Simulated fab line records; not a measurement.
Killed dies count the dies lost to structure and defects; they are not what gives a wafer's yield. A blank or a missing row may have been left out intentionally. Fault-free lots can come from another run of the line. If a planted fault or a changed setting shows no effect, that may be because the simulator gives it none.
Split-lot experiment | flow n5 finfet | route with 1938 steps; 7 lots, 39 wafers read

ABOUT THE SPLIT
At N5_BEOL_M8_ALD_77 (deposits TaN, target thk 2 nm, pulse time 2 s, purge time 3 s), the setting ald cycles was moved away from the recipe's 40 on 12 of the 39 wafers read, by -60.0% to +27.5%. For the rest of the wafers, this setting stayed at what the recipe calls for.

The reading comes from the split's own step.

THE READING
TaN_of_BEOL_M8_ALD_77.thk nm (the simulator's own value, which no gauge read), in nm, at N5_BEOL_M8_ALD_77 (deposits TaN, target thk 2 nm, pulse time 2 s, purge time 3 s). The file does not state a usual value for it.

wafer  | tool, chamber at the split | ald cycles as run | against the recipe | TaN_of_BEOL_M8_ALD_77.thk nm, nm | against lot-mates on the recipe
L077.1 | ald metal-01, 3,2,1        | 34                | -15.0%             | 1.8                              | -0.2
L077.2 | ald metal-01, 3,2,1        | 34                | -15.0%             | 1.8                              | -0.2
L077.5 | ald metal-01, 3,2,1        | 34                | -15.0%             | 1.8                              | -0.2
L077.3 | ald metal-01, 0,1,0        | 40                | recipe             | 2                                | -
L077.4 | ald metal-01, 0,1,0        | 40                | recipe             | 2                                | -
L077.6 | ald metal-01, 0,1,0        | 40                | recipe             | 2                                | -
L080.1 | ald metal-02, 1,2,1        | 51                | +27.5%             | 2.6                              | +0.6
L080.3 | ald metal-02, 1,2,1        | 51                | +27.5%             | 2.6                              | +0.6
L080.5 | ald metal-02, 1,2,1        | 51                | +27.5%             | 2.6                              | +0.6
L080.2 | ald metal-02, 3,3,2        | 40                | recipe             | 2                                | -
L080.4 | ald metal-02, 3,3,2        | 40                | recipe             | 2                                | -
L080.6 | ald metal-02, 3,3,2        | 40                | recipe             | 2                                | -
L081.1 | ald metal-02, 1,3,0,2,2,1  | 40                | recipe             | 2                                | -
L081.2 | ald metal-02, 1,3,0,2,2,1  | 40                | recipe             | 2                                | -
L081.3 | ald metal-02, 1,3,0,2,2,1  | 40                | recipe             | 2                                | -
L081.4 | ald metal-02, 1,3,0,2,2,1  | 40                | recipe             | 2                                | -
L081.5 | ald metal-02, 1,3,0,2,2,1  | 40                | recipe             | 2                                | -
L081.6 | ald metal-02, 1,3,0,2,2,1  | 40                | recipe             | 2                                | -
L083.1 | ald metal-04, 1,2,3        | 40                | recipe             | 2                                | -
L083.3 | ald metal-04, 1,2,3        | 40                | recipe             | 2                                | -
L083.5 | ald metal-04, 1,2,3        | 40                | recipe             | 2                                | -
L083.2 | ald metal-04, 3,0,0        | 16                | -60.0%             | 0.8                              | -1.2
L083.4 | ald metal-04, 3,0,0        | 16                | -60.0%             | 0.8                              | -1.2
L083.6 | ald metal-04, 3,0,0        | 16                | -60.0%             | 0.8                              | -1.2
L087.1 | ald metal-04, 3,2,0,1,0,1  | 40                | recipe             | 2                                | -
L087.2 | ald metal-04, 3,2,0,1,0,1  | 40                | recipe             | 2                                | -
L087.3 | ald metal-04, 3,2,0,1,0,1  | 40                | recipe             | 2                                | -
L087.4 | ald metal-04, 3,2,0,1,0,1  | 40                | recipe             | 2                                | -
L087.5 | ald metal-04, 3,2,0,1,0,1  | 40                | recipe             | 2                                | -
L087.6 | ald metal-04, 3,2,0,1,0,1  | 40                | recipe             | 2                                | -
L096.1 | ald metal-01, 2,0,3        | 40                | recipe             | 2                                | -
L096.3 | ald metal-01, 2,0,3        | 40                | recipe             | 2                                | -
L096.4 | ald metal-01, 2,0,3        | 40                | recipe             | 2                                | -
L096.2 | ald metal-01, 1,2,3        | 25                | -37.5%             | 1.2                              | -0.8
L096.5 | ald metal-01, 1,2,3        | 25                | -37.5%             | 1.2                              | -0.8
L096.6 | ald metal-01, 1,2,3        | 25                | -37.5%             | 1.2                              | -0.8
L097.2 | ald metal-02, 3,0,1        | 40                | recipe             | 2                                | -
L097.3 | ald metal-02, 3,0,1        | 40                | recipe             | 2                                | -
L097.5 | ald metal-02, 3,0,1        | 40                | recipe             | 2                                | -
Where a row lists several chambers, the file gives one row for several wafers and doesn't say which wafer went through which chamber.

FIT RESULTS
A straight line over all 39 wafers: TaN_of_BEOL_M8_ALD_77.thk nm changes by +0.0204 nm for each +1% of ald cycles; r = +1.00; the points scatter about the line by 0.033 nm.
The same after taking each lot's own level away (the mean of its wafers on the recipe; 39 wafers): +0.0204 nm for each +1%; r = +1.00; scatter 0.033 nm.
That fit puts the effect of the largest move of ald cycles on the reading at 1.2 nm.
The lots' own levels span 2.00 to 2.00 nm.
The two slopes are in agreement: the lot-to-lot level therefore moves the slope only a little.
Check: for one of the wafers moved furthest among these (-60.0%), held out of the fit, the line's prediction against its lot-mates is -1.22 nm. It came out at -1.2 nm against them.

THE OTHER SPLITS THESE WAFERS WENT THROUGH
Note: prior to the reading, these wafers also went through further splits. Each is held against what the fit with the lots' levels taken away leaves over:
other split on the same wafers     | wafers away from the commonest value | r with TaN_of_BEOL_M8_ALD_77.thk nm (lot level and that fit taken away)
N5_BEOL_M4_DESCUM_33 time s        | 18                                   | -0.10
N5_BEOL_M6_ILD_DEP_00 target thk a | 12                                   | -0.20
N5_BEOL_M8_ETCH_62 time s          | 18                                   | +0.04

THE FILE'S OWN FIT
TaN_of_BEOL_M8_ALD_77.thk nm changes by +0.0203 nm for each +1% of ald cycles, r = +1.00.
